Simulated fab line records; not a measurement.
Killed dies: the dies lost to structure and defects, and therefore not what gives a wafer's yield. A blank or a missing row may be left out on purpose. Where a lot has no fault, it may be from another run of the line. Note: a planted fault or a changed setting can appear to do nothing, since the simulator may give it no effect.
What tool caused it? :: flow nand-harc :: 13 lots, 39 wafers sampled, at 5 steps of a route of 1302

== WHAT THE GAUGES SHOWED, per wafer ==
NHARC_END_SORT_01. Usual: killed-at-array 52, standard deviation 17; killed-at-other 0.8, standard deviation 1.1; killed-at-periphery 3.2, standard deviation 2.2; killed-dies 57, standard deviation 17; killed-open 3.4, standard deviation 1.8; killed-short 2.4, standard deviation 1.6.
lot: L830
measured: day 24 13:37
on: prober-01
killed-at-array: 72 72 64
killed-at-other: 1 1 0
killed-at-periphery: 4 5 3
killed-dies: 77 78 67
killed-open: 4 3 2
killed-short: 1 0 3
flag: 

lot: L834
measured: day 26 21:52
on: prober-01
killed-at-array: 49 34 46
killed-at-other: 0 0 0
killed-at-periphery: 4 0 3
killed-dies: 53 34 49
killed-open: 2 3 5
killed-short: 2 1 1
flag: 

lot: L836
measured: day 27 08:23
on: prober-02
killed-at-array: 35 40 44
killed-at-other: 0 0 0
killed-at-periphery: 3 5 4
killed-dies: 38 45 48
killed-open: 2 2 0
killed-short: 2 1 4
flag: 

lot: L847
measured: day 31 22:14
on: prober-02
killed-at-array: 151 87 154
killed-at-other: 0 3 0
killed-at-periphery: 5 5 6
killed-dies: 156 95 160
killed-open: 2 5 4
killed-short: 3 5 1
flag: OFF

== TOOL THAT RAN EACH LOT (tool first, then ch and the chambers of the sampled wafers, then the start) ==
lot: L830
NHARC_A_WL_FILL_ETCHBACK_17: rie-metal-01 ch 0,1, day 21 01:49
NHARC_THIN_TSV_CMP_21: cmp-02 ch 0,1,2, day 24 03:52
NHARC_THIN_TSV_ETCH_59: rie-metal-01 ch 0,1, day 24 05:46
NHARC_THIN_TSV_STRIP_56: plasma-asher-01 ch 0,1, day 24 06:08

lot: L829
NHARC_A_WL_FILL_ETCHBACK_17: rie-metal-03 ch 0,1, day 21 01:50
NHARC_THIN_TSV_CMP_21: cmp-01 ch 0,1,3, day 24 02:54
NHARC_THIN_TSV_ETCH_59: rie-metal-03 ch 0,1, day 24 04:47
NHARC_THIN_TSV_STRIP_56: plasma-asher-02 ch 0,1, day 24 05:09

lot: L831
NHARC_A_WL_FILL_ETCHBACK_17: rie-metal-03 ch 0,1, day 21 04:58
NHARC_THIN_TSV_CMP_21: cmp-01 ch 1,2, day 24 13:08
NHARC_THIN_TSV_ETCH_59: rie-metal-02 ch 0,1, day 24 15:01
NHARC_THIN_TSV_STRIP_56: plasma-asher-02 ch 0,1, day 24 15:21

lot: L832
NHARC_A_WL_FILL_ETCHBACK_17: rie-metal-02 ch 0,1, day 21 20:38
NHARC_THIN_TSV_CMP_21: cmp-02 ch 0,1,2, day 24 22:28
NHARC_THIN_TSV_ETCH_59: rie-metal-02 ch 0,1, day 25 00:22
NHARC_THIN_TSV_STRIP_56: plasma-asher-02 ch 0,1, day 25 00:43

lot: L833
NHARC_A_WL_FILL_ETCHBACK_17: rie-metal-03 ch 0,1, day 22 09:20
NHARC_THIN_TSV_CMP_21: cmp-02 ch 0,2, day 25 09:32
NHARC_THIN_TSV_ETCH_59: rie-metal-01 ch 0,1, day 25 11:25
NHARC_THIN_TSV_STRIP_56: plasma-asher-02 ch 0,1, day 25 11:47

lot: L834
NHARC_A_WL_FILL_ETCHBACK_17: rie-metal-03 ch 0,1, day 23 05:42
NHARC_THIN_TSV_CMP_21: cmp-03 ch 1,2, day 26 09:01
NHARC_THIN_TSV_ETCH_59: rie-metal-02 ch 0,1, day 26 10:50
NHARC_THIN_TSV_STRIP_56: plasma-asher-01 ch 0,1, day 26 11:14

lot: L835
NHARC_A_WL_FILL_ETCHBACK_17: rie-metal-01 ch 0, day 23 06:31
NHARC_THIN_TSV_CMP_21: cmp-01 ch 0,2,3, day 26 09:47
NHARC_THIN_TSV_ETCH_59: rie-metal-03 ch 0,1, day 26 11:40
NHARC_THIN_TSV_STRIP_56: plasma-asher-01 ch 0,1, day 26 12:02

lot: L836
NHARC_A_WL_FILL_ETCHBACK_17: rie-metal-01 ch 0,1, day 23 19:22
NHARC_THIN_TSV_CMP_21: cmp-03 ch 1,2,3, day 26 19:49
NHARC_THIN_TSV_ETCH_59: rie-metal-01 ch 0,1, day 26 21:38
NHARC_THIN_TSV_STRIP_56: plasma-asher-01 ch 0,1, day 26 21:58

lot: L837
NHARC_A_WL_FILL_ETCHBACK_17: rie-metal-02 ch 0,1, day 24 00:13
NHARC_THIN_TSV_CMP_21: cmp-03 ch 2,3, day 27 02:20
NHARC_THIN_TSV_ETCH_59: rie-metal-03 ch 0,1, day 27 04:16
NHARC_THIN_TSV_STRIP_56: plasma-asher-01 ch 0,1, day 27 04:38

lot: L847
NHARC_A_WL_FILL_ETCHBACK_17: rie-metal-02 ch 0,1, day 28 10:10
NHARC_THIN_TSV_CMP_21: cmp-02 ch 0,1, day 31 13:32
NHARC_THIN_TSV_ETCH_59: rie-metal-01 ch 0,1, day 31 15:19
NHARC_THIN_TSV_STRIP_56: plasma-asher-01 ch 0,1, day 31 15:41

lot: L848
NHARC_A_WL_FILL_ETCHBACK_17: rie-metal-01 ch 0,1, day 28 21:08
NHARC_THIN_TSV_CMP_21: cmp-01 ch 0,1,3, day 32 06:59
NHARC_THIN_TSV_ETCH_59: rie-metal-03 ch 0,1, day 32 08:52
NHARC_THIN_TSV_STRIP_56: plasma-asher-02 ch 0,1, day 32 09:14

lot: L851
NHARC_A_WL_FILL_ETCHBACK_17: rie-metal-01 ch 0,1, day 29 20:07
NHARC_THIN_TSV_CMP_21: cmp-01 ch 0,1,2, day 33 11:22
NHARC_THIN_TSV_ETCH_59: rie-metal-03 ch 0,1, day 33 13:10
NHARC_THIN_TSV_STRIP_56: plasma-asher-01 ch 0,1, day 33 13:36

lot: L852
NHARC_A_WL_FILL_ETCHBACK_17: rie-metal-01 ch 0,1, day 30 06:59
NHARC_THIN_TSV_CMP_21: cmp-03 ch 0,1, day 33 23:38
NHARC_THIN_TSV_ETCH_59: rie-metal-02 ch 0,1, day 34 01:26
NHARC_THIN_TSV_STRIP_56: plasma-asher-01 ch 0,1, day 34 01:47
- NHARC_A_WL_FILL_ETCHBACK_17: etches the open film in Cl2/BCl3, target depth 4 nm, time 26.7 s.
- NHARC_THIN_TSV_CMP_21: polishes, t overpolish 30 s, target thk 2000 nm.
- NHARC_THIN_TSV_ETCH_59: etches the open film in Cl2/BCl3, target depth 880 nm, time 138.1 s.
- NHARC_THIN_TSV_STRIP_56: strips in O2.

== WHAT THE TOOLS THEMSELVES READ (means of the sampled wafers that have a number; where no wafer has one, the mark that the record gives instead) ==
NHARC_A_WL_FILL_ETCHBACK_17. Usual: drypump-motor-current-A 5.80 A, standard deviation 0.21; oes-product-au 1.002 a.u., standard deviation 0.0078.
lot: L830
tool: rie-metal-01
drypump-motor-current-A (A): 5.88
oes-product-au (a.u.): 1.004
flag: 

lot: L829
tool: rie-metal-03
drypump-motor-current-A (A): 5.85
oes-product-au (a.u.): 0.996
flag: 

lot: L831
tool: rie-metal-03
drypump-motor-current-A (A): 5.84
oes-product-au (a.u.): 0.987
flag: 

lot: L832
tool: rie-metal-02
drypump-motor-current-A (A): 5.56
oes-product-au (a.u.): 1.004
flag: 

lot: L833
tool: rie-metal-03
drypump-motor-current-A (A): 5.98
oes-product-au (a.u.): 0.992
flag: 

lot: L834
tool: rie-metal-03
drypump-motor-current-A (A): 6.01
oes-product-au (a.u.): 0.998
flag: 

lot: L835
tool: rie-metal-01
drypump-motor-current-A (A): 5.83
oes-product-au (a.u.): 0.994
flag: 

lot: L836
tool: rie-metal-01
drypump-motor-current-A (A): 5.95
oes-product-au (a.u.): 1.000
flag: 

lot: L837
tool: rie-metal-02
drypump-motor-current-A (A): 5.64
oes-product-au (a.u.): 1.003
flag: 

lot: L847
tool: rie-metal-02
drypump-motor-current-A (A): 5.64
oes-product-au (a.u.): 0.998
flag: 

lot: L848
tool: rie-metal-01
drypump-motor-current-A (A): 5.90
oes-product-au (a.u.): 1.003
flag: 

lot: L851
tool: rie-metal-01
drypump-motor-current-A (A): 5.90
oes-product-au (a.u.): 1.006
flag: 

lot: L852
tool: rie-metal-01
drypump-motor-current-A (A): 5.89
oes-product-au (a.u.): 1.002
flag: 

NHARC_THIN_TSV_CMP_21. Usual: motor-current-A 11.9 A, standard deviation 0.78; overpolish-run-s 29.998 s, standard deviation 0.0086; slurry-filter-dp-kPa 13.53 kPa, standard deviation 0.15.
lot: L830
tool: cmp-02
motor-current-A (A): 11.9
overpolish-run-s (s): 29.991
slurry-filter-dp-kPa (kPa): 13.53
flag: 

lot: L829
tool: cmp-01
motor-current-A (A): 12.2
overpolish-run-s (s): 30.006
slurry-filter-dp-kPa (kPa): 13.63
flag: 

lot: L831
tool: cmp-01
motor-current-A (A): 11.6
overpolish-run-s (s): 29.997
slurry-filter-dp-kPa (kPa): 13.53
flag: 

lot: L832
tool: cmp-02
motor-current-A (A): 11.7
overpolish-run-s (s): 30.000
slurry-filter-dp-kPa (kPa): 13.60
flag: 

lot: L833
tool: cmp-02
motor-current-A (A): 11.8
overpolish-run-s (s): 30.001
slurry-filter-dp-kPa (kPa): 13.54
flag: 

lot: L834
tool: cmp-03
motor-current-A (A): 11.7
overpolish-run-s (s): 30.002
slurry-filter-dp-kPa (kPa): 13.33
flag: 

lot: L835
tool: cmp-01
motor-current-A (A): 12.2
overpolish-run-s (s): 29.990
slurry-filter-dp-kPa (kPa): 13.47
flag: 

lot: L836
tool: cmp-03
motor-current-A (A): 12.3
overpolish-run-s (s): 30.003
slurry-filter-dp-kPa (kPa): 13.49
flag: 

lot: L837
tool: cmp-03
motor-current-A (A): 11.5
overpolish-run-s (s): 29.993
slurry-filter-dp-kPa (kPa): 13.41
flag: 

lot: L847
tool: cmp-02
motor-current-A (A): 11.2
overpolish-run-s (s): 30.005
slurry-filter-dp-kPa (kPa): 13.50
flag: 

lot: L848
tool: cmp-01
motor-current-A (A): 12.1
overpolish-run-s (s): 29.990
slurry-filter-dp-kPa (kPa): 13.49
flag: 

lot: L851
tool: cmp-01
motor-current-A (A): 11.8
overpolish-run-s (s): 30.000
slurry-filter-dp-kPa (kPa): 13.52
flag: 

lot: L852
tool: cmp-03
motor-current-A (A): 11.4
overpolish-run-s (s): 29.995
slurry-filter-dp-kPa (kPa): 13.43
flag: 

NHARC_THIN_TSV_ETCH_59. Usual: drypump-motor-current-A 5.83 A, standard deviation 0.23; oes-product-au 1.001 a.u., standard deviation 0.0076; throttle-valve-pct 22.265 %, standard deviation 0.009.
lot: L830
tool: rie-metal-01
drypump-motor-current-A (A): 5.97
oes-product-au (a.u.): 1.002
throttle-valve-pct (%): 22.269
flag: 

lot: L829
tool: rie-metal-03
drypump-motor-current-A (A): 5.83
oes-product-au (a.u.): 1.003
throttle-valve-pct (%): 22.254
flag: 

lot: L831
tool: rie-metal-02
drypump-motor-current-A (A): 5.55
oes-product-au (a.u.): 1.007
throttle-valve-pct (%): 22.270
flag: 

lot: L832
tool: rie-metal-02
drypump-motor-current-A (A): 5.54
oes-product-au (a.u.): 1.009
throttle-valve-pct (%): 22.271
flag: 

lot: L833
tool: rie-metal-01
drypump-motor-current-A (A): 5.96
oes-product-au (a.u.): 1.009
throttle-valve-pct (%): 22.270
flag: 

lot: L834
tool: rie-metal-02
drypump-motor-current-A (A): 5.57
oes-product-au (a.u.): 1.010
throttle-valve-pct (%): 22.266
flag: 

lot: L835
tool: rie-metal-03
drypump-motor-current-A (A): 6.01
oes-product-au (a.u.): 0.997
throttle-valve-pct (%): 22.266
flag: 

lot: L836
tool: rie-metal-01
drypump-motor-current-A (A): 5.96
oes-product-au (a.u.): 1.004
throttle-valve-pct (%): 22.269
flag: 

lot: L837
tool: rie-metal-03
drypump-motor-current-A (A): 5.86
oes-product-au (a.u.): 0.998
throttle-valve-pct (%): 22.263
flag: 

lot: L847
tool: rie-metal-01
drypump-motor-current-A (A): 5.95
oes-product-au (a.u.): 1.013
throttle-valve-pct (%): 22.262
flag: 

lot: L848
tool: rie-metal-03
drypump-motor-current-A (A): 5.86
oes-product-au (a.u.): 0.997
throttle-valve-pct (%): 22.264
flag: 

lot: L851
tool: rie-metal-03
drypump-motor-current-A (A): 5.86
oes-product-au (a.u.): 0.998
throttle-valve-pct (%): 22.257
flag: 

lot: L852
tool: rie-metal-02
drypump-motor-current-A (A): 5.56
oes-product-au (a.u.): 0.992
throttle-valve-pct (%): 22.267
flag: 

NHARC_THIN_TSV_STRIP_56. Usual: drypump-motor-current-A 5.5 A, standard deviation 0.36; heater-power-w 330 W, standard deviation 47.
lot: L830
tool: plasma-asher-01
drypump-motor-current-A (A): 5.5
heater-power-w (W): 295
flag: 

lot: L829
tool: plasma-asher-02
drypump-motor-current-A (A): 5.7
heater-power-w (W): 355
flag: 

lot: L831
tool: plasma-asher-02
drypump-motor-current-A (A): 5.5
heater-power-w (W): 378
flag: 

lot: L832
tool: plasma-asher-02
drypump-motor-current-A (A): 5.8
heater-power-w (W): 352
flag: 

lot: L833
tool: plasma-asher-02
drypump-motor-current-A (A): 5.5
heater-power-w (W): 379
flag: 

lot: L834
tool: plasma-asher-01
drypump-motor-current-A (A): 5.5
heater-power-w (W): 296
flag: 

lot: L835
tool: plasma-asher-01
drypump-motor-current-A (A): 5.4
heater-power-w (W): 297
flag: 

lot: L836
tool: plasma-asher-01
drypump-motor-current-A (A): 5.3
heater-power-w (W): 295
flag: 

lot: L837
tool: plasma-asher-01
drypump-motor-current-A (A): 5.5
heater-power-w (W): 297
flag: 

lot: L847
tool: plasma-asher-01
drypump-motor-current-A (A): 5.3
heater-power-w (W): 300
flag: 

lot: L848
tool: plasma-asher-02
drypump-motor-current-A (A): 5.7
heater-power-w (W): 343
flag: 

lot: L851
tool: plasma-asher-01
drypump-motor-current-A (A): 5.3
heater-power-w (W): 296
flag: 

lot: L852
tool: plasma-asher-01
drypump-motor-current-A (A): 5.3
heater-power-w (W): 295
flag: 

== THE ANSWER, worked out from the rows above alone ==
Rule: take the mean of a lot's wafers that have a number; if it is more than 3 standard deviations from the usual mean, the lot is off. A lot without any number at a reading at which 4 lots or more have one is off too. All remaining lots with rows at the step are treated as sound. The gauges are gone through in route order, then the tools' own readings, and for those a lot's mean is taken as printed above. The first step at which some lot is off is used, and at that step the reading that is off furthest; a lot without a number counts as furthest.
Off: L847, at NHARC_END_SORT_01 (killed-dies). Neither off nor sound, because the step has no rows for them: L829, L831, L832, L833, L835, L837, L848, L851, L852.
A tool fits if, at a process step before that reading, it ran every lot that is off, and no sound lot after the first of them. Gauges at NHARC_END_SORT_01: tried the same way as those tools. Can't be told from this: 5 tools fit, rie-metal-02 at NHARC_A_WL_FILL_ETCHBACK_17, cmp-02 at NHARC_THIN_TSV_CMP_21, rie-metal-01 at NHARC_THIN_TSV_ETCH_59, plasma-asher-01 at NHARC_THIN_TSV_STRIP_56, prober-02 at NHARC_END_SORT_01.

== WHAT THE SIMULATOR PUT IN ==
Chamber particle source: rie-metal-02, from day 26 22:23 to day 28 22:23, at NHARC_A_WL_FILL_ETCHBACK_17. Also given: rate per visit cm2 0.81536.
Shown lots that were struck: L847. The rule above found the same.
